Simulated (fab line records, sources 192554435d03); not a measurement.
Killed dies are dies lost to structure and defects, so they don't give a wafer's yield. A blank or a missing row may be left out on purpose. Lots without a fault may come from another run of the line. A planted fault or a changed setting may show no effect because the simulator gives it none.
One fault seen from 3 desks | flow n5_finfet | each desk has only its own numbers; what lay behind them comes last

THE METROLOGY DESK
What the gauges read, lot by lot, whatever tool the lot ran on: means of the sampled wafers that have a number. A lot is out of limits, marked OUT, if its mean lies more than 4 standard deviations from the usual mean; the brackets give that distance. Of its 10 readings 7 are shown: those that lie furthest out on some lot.
Columns: A = DIBL_N at N5_BEOL_M4_RC_MEAS_101, usual 35.8 mV/V; B = DIBL_P at N5_BEOL_M4_RC_MEAS_101, usual 35.9 mV/V; C = IOFF_N at N5_BEOL_M4_RC_MEAS_101, usual 0.152 nA/um; D = IOFF_P at N5_BEOL_M4_RC_MEAS_101, usual 0.21 nA/um; E = ION_P at N5_BEOL_M4_RC_MEAS_101, usual 462 uA/um; F = VT_N at N5_BEOL_M4_RC_MEAS_101, usual 250 mV; G = VT_P at N5_BEOL_M4_RC_MEAS_101, usual -250 mV
lot  | first seen here | A    | B    | C     | D    | E   | F   | G
L562 | day 8 10:47     | 39.1 | 38.7 | 0.195 | 0.27 | 472 | 247 | -245
L567 | day 9 16:51     | 35.7 | 34.7 | 0.119 | 0.15 | 451 | 254 | -258
L572 | day 10 21:04    | 35.0 | 35.5 | 0.140 | 0.18 | 462 | 251 | -251
L574 | day 11 06:47    | 34.1 | 33.9 | 0.128 | 0.17 | 459 | 252 | -254
L578 | day 12 07:26    | 33.6 | 35.4 | 0.153 | 0.21 | 461 | 249 | -250
L577 | day 12 21:13    | 36.1 | 36.7 | 0.175 | 0.22 | 461 | 247 | -248
This desk's finding: nothing out of limits on any of the 6 lots.

THE TOOL OWNER'S DESK: rie_si-06
The tool's own readings at N5_FIN_CUT_CUT_ETCH_28 (etches Si in HBr/Cl2/O2, target depth 6 nm, time 2.4 s): means of the sampled wafers that have a number, for each lot that ran on this tool. A lot is out of limits, marked OUT, if its mean lies more than 4 standard deviations from the usual mean; the brackets give that distance.
Columns: A = O2_flow_sccm at N5_FIN_CUT_CUT_ETCH_28, usual 12.00 sccm; B = drypump_motor_current_A at N5_FIN_CUT_CUT_ETCH_28, usual 6.0 A; C = oes_product_au at N5_FIN_CUT_CUT_ETCH_28, usual 1.007 a.u.; D = throttle_valve_pct at N5_FIN_CUT_CUT_ETCH_28, usual 37.0 %
lot  | first seen here | A     | B   | C     | D
L567 | day 4 00:16     | 12.01 | 6.0 | 1.007 | 37.0
L572 | day 5 05:44     | 12.00 | 6.3 | 0.996 | 37.0
L574 | day 5 16:10     | 12.02 | 5.9 | 1.006 | 36.8
This desk's finding: nothing out of limits on any of the 3 lots.

THE DEFECT DESK
What the inspections along the route counted, lot by lot: means of the sampled wafers that have a number. A lot is out of limits, marked OUT, if its mean lies more than 4 standard deviations from the usual mean; the brackets give that distance.
Columns: A = raw_defect_count at N5_FIN_CUT_INSPECT_10, usual 40
lot  | first seen here | A
L562 | day 2 15:24     | 41
L567 | day 3 23:33     | 35
L572 | day 5 05:02     | 38
L574 | day 5 15:25     | 48
L577 | day 6 08:53     | 30
L578 | day 6 14:20     | 49
This desk's finding: nothing out of limits on any of the 6 lots.

PUT TOGETHER
The metrology desk saw nothing out of limits.
The tool owner's desk saw nothing out of limits.
The defect desk saw nothing out of limits.

WHAT THE SIMULATOR HAD PUT IN
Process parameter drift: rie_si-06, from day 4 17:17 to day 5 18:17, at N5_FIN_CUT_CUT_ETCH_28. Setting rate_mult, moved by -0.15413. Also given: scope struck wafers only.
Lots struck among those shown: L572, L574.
